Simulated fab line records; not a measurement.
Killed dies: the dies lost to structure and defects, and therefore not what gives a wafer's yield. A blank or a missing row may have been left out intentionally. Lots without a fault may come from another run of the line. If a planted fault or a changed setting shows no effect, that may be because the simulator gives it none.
Tool commonality check :: flow n5-finfet :: 30 wafers sampled across 10 lots

== WHY THIS WAS OPENED ==
At N5_BEOL_M4_RC_MEAS_101 the reading VT_N_LONG is flagged on 2 of 10 lots. Wafers without a fault read 274.6 mV, standard deviation 2.2.
Rule: a lot is flagged when every wafer of it that has a number lies more than 4 standard deviations from that mean, or none has a number. As for the other lots, they are considered sound.

lot: L407
measured: day 8 08:55
on: prober-02
VT_N_LONG (mV), wafer by wafer: 275.2 275.5 273.7
flag: 

lot: L408
measured: day 8 13:37
on: prober-01
VT_N_LONG (mV), wafer by wafer: 272.7 273.6 273.2
flag: 

lot: L409
measured: day 8 23:29
on: prober-01
VT_N_LONG (mV), wafer by wafer: 271.3 272.9 273.9
flag: 

lot: L411
measured: day 9 17:30
on: prober-02
VT_N_LONG (mV), wafer by wafer: 302.5 302.8 301.2
flag: FLAGGED

lot: L413
measured: day 10 00:14
on: prober-02
VT_N_LONG (mV), wafer by wafer: 298.1 298.5 299.6
flag: FLAGGED

lot: L424
measured: day 12 14:55
on: prober-02
VT_N_LONG (mV), wafer by wafer: 277.0 275.9 273.7
flag: 

lot: L427
measured: day 13 05:23
on: prober-02
VT_N_LONG (mV), wafer by wafer: 268.0 271.1 273.9
flag: 

lot: L426
measured: day 13 14:23
on: prober-01
VT_N_LONG (mV), wafer by wafer: 272.4 274.9 275.1
flag: 

lot: L428
measured: day 13 18:07
on: prober-01
VT_N_LONG (mV), wafer by wafer: 275.8 277.1 275.7
flag: 

lot: L429
measured: day 13 21:46
on: prober-01
VT_N_LONG (mV), wafer by wafer: 271.7 275.8 276.2
flag: 
The numbers of the flagged lots are 300.4 mV on average: +25.8 mV against the usual, or +12 standard deviations.

== WHICH TOOL EACH LOT WENT THROUGH ==
The record holds 2 process steps before the reading, out of a route of 1938 steps. Read each cell as the tool, then ch plus the chambers that the sampled wafers visited, then the start.
lot: L407
flag: 
N5_HKMG_FIN_WET_ETCH_18: wet-bench-01 ch 3,5,6, day 4 09:53
N5_BEOL_M4_ANNEAL_87: pvd-sputter-01, day 8 06:38

lot: L408
flag: 
N5_HKMG_FIN_WET_ETCH_18: wet-bench-06 ch 0,5,7, day 4 16:59
N5_BEOL_M4_ANNEAL_87: pvd-sputter-03, day 8 11:30

lot: L409
flag: 
N5_HKMG_FIN_WET_ETCH_18: wet-bench-01 ch 5,6,7, day 4 23:07
N5_BEOL_M4_ANNEAL_87: pvd-sputter-03, day 8 20:49

lot: L411
flag: FLAGGED
N5_HKMG_FIN_WET_ETCH_18: wet-bench-01 ch 0,6,7, day 5 15:43
N5_BEOL_M4_ANNEAL_87: pvd-sputter-01, day 9 15:12

lot: L413
flag: FLAGGED
N5_HKMG_FIN_WET_ETCH_18: wet-bench-01 ch 0,2,4, day 5 21:54
N5_BEOL_M4_ANNEAL_87: pvd-sputter-02, day 9 22:07

lot: L424
flag: 
N5_HKMG_FIN_WET_ETCH_18: wet-bench-01 ch 1,2,3, day 8 14:32
N5_BEOL_M4_ANNEAL_87: pvd-sputter-03, day 12 12:42

lot: L427
flag: 
N5_HKMG_FIN_WET_ETCH_18: wet-bench-06 ch 2,3,6, day 9 13:56
N5_BEOL_M4_ANNEAL_87: pvd-sputter-02, day 13 03:06

lot: L426
flag: 
N5_HKMG_FIN_WET_ETCH_18: wet-bench-04 ch 1,2,7, day 9 02:50
N5_BEOL_M4_ANNEAL_87: pvd-sputter-01, day 13 12:16

lot: L428
flag: 
N5_HKMG_FIN_WET_ETCH_18: wet-bench-01 ch 1,3,5, day 9 16:24
N5_BEOL_M4_ANNEAL_87: pvd-sputter-03, day 13 15:14

lot: L429
flag: 
N5_HKMG_FIN_WET_ETCH_18: wet-bench-04 ch 1,2,3, day 10 00:02
N5_BEOL_M4_ANNEAL_87: pvd-sputter-03, day 13 19:20
What is done by these steps:
- N5_HKMG_FIN_WET_ETCH_18: etches TiN in SC1, time 55 s, target depth 5.2 nm, rinse time 30 s.
- N5_BEOL_M4_ANNEAL_87: time 240 s.
- N5_BEOL_M4_RC_MEAS_101

== FLAGGED AGAINST TOTAL, ONE TOOL AT A TIME (gauges that did the reading follow at the end) ==
step: N5_HKMG_FIN_WET_ETCH_18
tool: wet-bench-01
lots run: 6
flagged: 2
share of the flagged lots: all
sound lots run after its first flagged lot: 2 (L424,L428)

step: N5_HKMG_FIN_WET_ETCH_18
tool: wet-bench-04
lots run: 2
flagged: 0
share of the flagged lots: none
sound lots run after its first flagged lot: -

step: N5_HKMG_FIN_WET_ETCH_18
tool: wet-bench-06
lots run: 2
flagged: 0
share of the flagged lots: none
sound lots run after its first flagged lot: -

step: N5_BEOL_M4_ANNEAL_87
tool: pvd-sputter-01
lots run: 3
flagged: 1
share of the flagged lots: some
sound lots run after its first flagged lot: 1 (L426)

step: N5_BEOL_M4_ANNEAL_87
tool: pvd-sputter-02
lots run: 2
flagged: 1
share of the flagged lots: some
sound lots run after its first flagged lot: 1 (L427)

step: N5_BEOL_M4_ANNEAL_87
tool: pvd-sputter-03
lots run: 5
flagged: 0
share of the flagged lots: none
sound lots run after its first flagged lot: -

step: N5_BEOL_M4_RC_MEAS_101
tool: prober-01
lots run: 5
flagged: 0
share of the flagged lots: none
sound lots run after its first flagged lot: -

step: N5_BEOL_M4_RC_MEAS_101
tool: prober-02
lots run: 5
flagged: 2
share of the flagged lots: all
sound lots run after its first flagged lot: 2 (L424,L427)

== WHAT THE TABLE PERMITS ==
2 rows of the table ran every flagged lot: wet-bench-01 at N5_HKMG_FIN_WET_ETCH_18, prober-02 at N5_BEOL_M4_RC_MEAS_101.
- wet-bench-01 at N5_HKMG_FIN_WET_ETCH_18 ran 6 lots, 2 of them flagged. Lots that were sound ran on it after the first flagged one (L424, L428); a persistent fault on the entire tool would not allow that.
- prober-02 at N5_BEOL_M4_RC_MEAS_101 ran 5 lots, 2 of them flagged. Lots that were sound ran on it after the first flagged one (L424, L427); a persistent fault on the entire tool would not allow that.
There is no row in the table that ran each flagged lot and no sound lot after the first.

== WHAT THE SIMULATOR PUT IN ==
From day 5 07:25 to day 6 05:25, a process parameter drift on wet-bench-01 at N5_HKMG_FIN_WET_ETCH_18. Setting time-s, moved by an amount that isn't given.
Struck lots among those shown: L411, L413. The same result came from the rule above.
